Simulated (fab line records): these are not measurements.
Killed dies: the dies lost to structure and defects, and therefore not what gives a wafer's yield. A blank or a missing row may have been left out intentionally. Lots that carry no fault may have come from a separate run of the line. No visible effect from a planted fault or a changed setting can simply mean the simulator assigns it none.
Problem report, 8D (eight disciplines) form, completed by code | flow n5 finfet | the parts of the form that need people (team, actions taken, sign-off) are left out

1. PROBLEM STATEMENT
Mean of raw defect count at N5_FIN_CUT_INSPECT_17: 916 across 2 wafers in 2 lots; on wafers with no fault it is 239 (standard deviation 68). Relative to the usual mean, that is a shift of +10 standard deviations.
The step: inspects for defects (brightfield).
First seen on wafer L208.1, day 6 03:31, on defect inspect-01. The record has a number at this step for 12 wafers belonging to 4 lots. Rule for "out", or "out of limits": more than 4 standard deviations from the usual mean. The rest of the wafers with a number are treated as sound.

2. WHAT THIS IS AND IS NOT
question                    | is                | is not
which readings at this step | raw defect count  | -
which lots                  | L208, L211        | L202, L215
which wafers of those lots  | L208.1, L211.3    | L208.3, L208.5, L211.1, L211.4
read on which gauges        | defect inspect-01 | defect inspect-02
when                        | from day 6 03:31  | up to then (5 sound wafers); but 5 sound wafers of L211, L215 came after

3. THE SUSPECTS, EACH WITH WHAT RULES IT OUT
Counting: any tool at a process step up to the reading remains a suspect provided it ran every lot that is out. Sound lots after the first of them don't rule it out here, since some wafers of a struck lot are sound.
- the gauge at N5_FIN_CUT_INSPECT_17 is ruled out. All the wafers that are out were read on defect inspect-01, but those of them that N5_PASSIVATION_PROBE_49 has rows for are out there too, on other tools.
- rie diel-04 at N5_FIN_CUT_STRIP_24 (strips in CF4): kept. It processed each lot that is out (first: L208, day 6 02:34); up to then, its last sound lot is L202 (day 4 09:17).
- At N5_FIN_CUT_STRIP_24, inside rie diel-04: chamber 1 took the wafers that are out, while their sound lot-mates went through chambers 0, 2, 3.
The count leaves rie diel-04 at N5_FIN_CUT_STRIP_24.

4. THE CAUSE (what the simulator had put in)
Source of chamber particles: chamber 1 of rie diel-04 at N5_FIN_CUT_STRIP_24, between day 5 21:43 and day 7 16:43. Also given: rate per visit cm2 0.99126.
After counting, this tool was the only one left.

5. THE CHAIN OF EFFECTS, in route order
Rows list readings where the struck wafers' mean (over those with a number) sits beyond 3 standard deviations from the usual. Scope: only readings with a usual standard deviation given in the record; hours: median across lots of the time from each lot's start at the first step in this table that gives one to its start at this step; sigmas: change in usual standard deviations.
hours | step                    | reading              | usual  | on struck wafers | change | sigmas
0     | N5_FIN_CUT_INSPECT_17   | raw defect count     | 239    | 916              | +678   | +10
253   | N5_PASSIVATION_PROBE_49 | defect limited yield | 90.5 % | 84.0             | -6.5   | -3.8
253   | N5_PASSIVATION_PROBE_49 | killed at front end  | 45     | 116              | +70    | +5.0
253   | N5_PASSIVATION_PROBE_49 | killed dies          | 112    | 189              | +77    | +3.7
253   | N5_PASSIVATION_PROBE_49 | killed on rim        | 15     | 32               | +17    | +3.8
253   | N5_PASSIVATION_PROBE_49 | sort_bin_5_function  | 5.6 %  | 9.9              | +4.3   | +3.5
253   | N5_PASSIVATION_PROBE_49 | sort n pass          | 1068   | 991              | -77    | -3.7
253   | N5_PASSIVATION_PROBE_49 | sort yield pct       | 90.5 % | 84.0             | -6.5   | -3.6
Its process steps:
- N5_PASSIVATION_PROBE_49
At these later measuring or inspecting steps, every struck wafer for which the step has a row has a number for every such reading, and none has moved that far: N5_BEOL_M4_RC_MEAS_101.

6. WHAT WOULD HAVE CAUGHT IT SOONER
6 hours passed between the start of the fault at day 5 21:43 and the first reading out of limits at a measuring or inspecting step in this record, taken at day 6 03:31.
Of the tool readings at N5_FIN_CUT_STRIP_24 for which the record gives a usual standard deviation, none was out on any struck wafer, so an alarm limit of 4 standard deviations on them would not have fired.
Lots out: 2; of these, L211 started N5_FIN_CUT_STRIP_24 on rie diel-04 after day 6 03:31. A hold on the tool at that time would have spared it.
